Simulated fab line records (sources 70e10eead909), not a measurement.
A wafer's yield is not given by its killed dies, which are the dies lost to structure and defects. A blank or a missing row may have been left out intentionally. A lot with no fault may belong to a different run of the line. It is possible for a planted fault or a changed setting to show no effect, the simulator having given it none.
Which tool was responsible? -- flow nand_harc -- 13 lots with 39 wafers sampled at 2 steps, on a route of 1302 steps

== WHAT EACH GAUGE READ, for each wafer ==
NHARC_A_SLIT_OVL_MEAS_10.
lot,measured,on,overlay_x_nm (nm),overlay_y_nm (nm)
L861,day 19 14:43,overlay-02,0.8 0.6 0.9,0.6 0.5 -0.4
L862,day 20 03:11,overlay-01,-0.1 -0.2 -0.6,0.5 0.1 1.0
L863,day 20 03:41,overlay-01,-0.5 -0.6 -0.6,1.3 0.3 0.7
L865,day 21 05:31,overlay-01,-0.3 0.4 -0.1,-0.2 0.3 0.8
L867,day 23 03:52,overlay-01,-0.2 0.1 -0.5,0.7 1.3 0.7
L870,day 23 12:11,overlay-01,0.3 -0.1 0.2,1.3 1.0 0.9
L872,day 24 01:41,overlay-02,-1.9 -1.9 -2.2,-0.8 -0.6 -1.0
L871,day 24 01:48,overlay-01,1.4 1.3 1.0,-0.7 -0.8 -0.4
L877,day 25 22:53,overlay-01,0.3 0.0 0.6,0.1 0.0 -0.1
L876,day 26 06:57,overlay-01,-0.1 0.5 -0.1,1.2 1.4 1.3
L879,day 26 21:08,overlay-02,0.3 -0.3 -0.1,0.5 0.4 0.5
L883,day 28 21:04,overlay-01,-1.1 -1.6 -1.5,1.3 0.6 1.7
L884,day 28 22:37,overlay-01,-0.6 0.1 -0.2,0.2 -0.3 0.9

NHARC_A_SLIT_INSPECT_11.
lot,measured,on,raw_defect_count
L861,day 19 14:45,defect_inspect-02,19 18 9
L862,day 20 03:13,defect_inspect-01,75 70 63
L863,day 20 03:43,defect_inspect-02,76 79 65
L865,day 21 05:32,defect_inspect-02,94 70 92
L867,day 23 03:55,defect_inspect-02,68 78 74
L870,day 23 12:14,defect_inspect-01,36 31 29
L872,day 24 01:43,defect_inspect-01,13 9 10
L871,day 24 01:50,defect_inspect-01,92 84 84
L877,day 25 22:55,defect_inspect-02,51 47 35
L876,day 26 06:59,defect_inspect-01,53 64 48
L879,day 26 21:10,defect_inspect-02,20 25 22
L883,day 28 21:06,defect_inspect-01,83 69 77
L884,day 28 22:39,defect_inspect-01,38 47 24

== WHICH TOOL RAN EACH LOT (tool, then ch and the chambers of the sampled wafers, then the start) ==
There is no process step in the record ahead of these readings.

== WHAT THE TOOLS THEMSELVES READ (means of the sampled wafers that have a number; where no wafer has one, the mark that the record gives instead) ==
The record holds no such reading with a usual standard deviation.

== THE ANSWER, worked out from the rows above alone ==
Rule: what is usual is taken from the lots themselves. The widest of any qualifying gaps counts: lots, ordered by their means at a reading, are off when they make up no more than a third of the lots, leave a main group of 4 or more, and stand apart from it by 3 or more times the standard deviation of that group's means. The tables above print the reading to a certain number of digits; a main group whose means all agree to those digits is not used. Also off: a lot with no number at a reading for which 4 or more lots have one. Where the step has rows for the other lots, those lots are counted as sound. After the gauges, taken in route order, come the tools' own readings; for these a lot's mean is taken, as printed above. The first step at which some lot is off is used, and at that step the reading that is off furthest; a lot without a number counts as furthest.
None of the lots is off at any reading shown; this tells nothing.

== WHAT THE SIMULATOR HAD INSERTED ==
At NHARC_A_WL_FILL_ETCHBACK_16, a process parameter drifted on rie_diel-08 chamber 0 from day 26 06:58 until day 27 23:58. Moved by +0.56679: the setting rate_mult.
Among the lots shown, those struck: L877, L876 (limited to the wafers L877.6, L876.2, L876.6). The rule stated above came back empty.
